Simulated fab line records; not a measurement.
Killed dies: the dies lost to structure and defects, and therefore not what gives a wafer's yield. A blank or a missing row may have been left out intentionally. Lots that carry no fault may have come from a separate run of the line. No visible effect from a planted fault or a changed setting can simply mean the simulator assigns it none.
Matching of chambers | flow nand-harc | 3 sister chambers for NHARC_A_M0_PRE_CLEAN_31 on pecvd-03
The step time 12 s. 3 wafers are shown with their chamber, then 7 later ones without.

== WAFERS, EACH WITH ITS CHAMBER ==
wafer  | chamber | heater-power-outer-w (W)
L083.6 | 0       | 385
L088.1 | 1       | 322
L088.3 | 2       | 351

== WAFERS WITH NO CHAMBER GIVEN ==
wafer  | heater-power-outer-w (W)
L088.6 | 322
L092.1 | 328
L092.2 | 357
L092.5 | 324
L091.2 | 301
L091.5 | 375
L091.6 | 308

== CHAMBER TAKEN BY EACH ==
wafer  | from the rows above     | in truth
L088.6 | 1                       | 1
L092.1 | can't be placed: 1 or 2 | 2
L092.2 | 2                       | 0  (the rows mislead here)
L092.5 | 1                       | 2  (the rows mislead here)
L091.2 | 1                       | 1
L091.5 | can't be placed: 0 or 2 | 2
L091.6 | 1                       | 1
3 of 7 placed correctly. Cannot be placed on the basis of these rows: 2; the candidates contain the true chamber in 2. 2 placed wrongly.
How it was worked out, from the rows above alone: a wafer's distance from a chamber is the root of the sum, over the readings, of the square of ((its reading less the chamber's mean) divided by the reading's scatter). If the next closest chamber is less than 2 further off than the closest, the wafer can't be placed; otherwise it belongs to the closest. For every chamber, the mean is computed from those of its wafers that are shown. The scatter: root of mean squared gap, hidden wafer to nearest shown wafer, with one shown wafer a chamber.
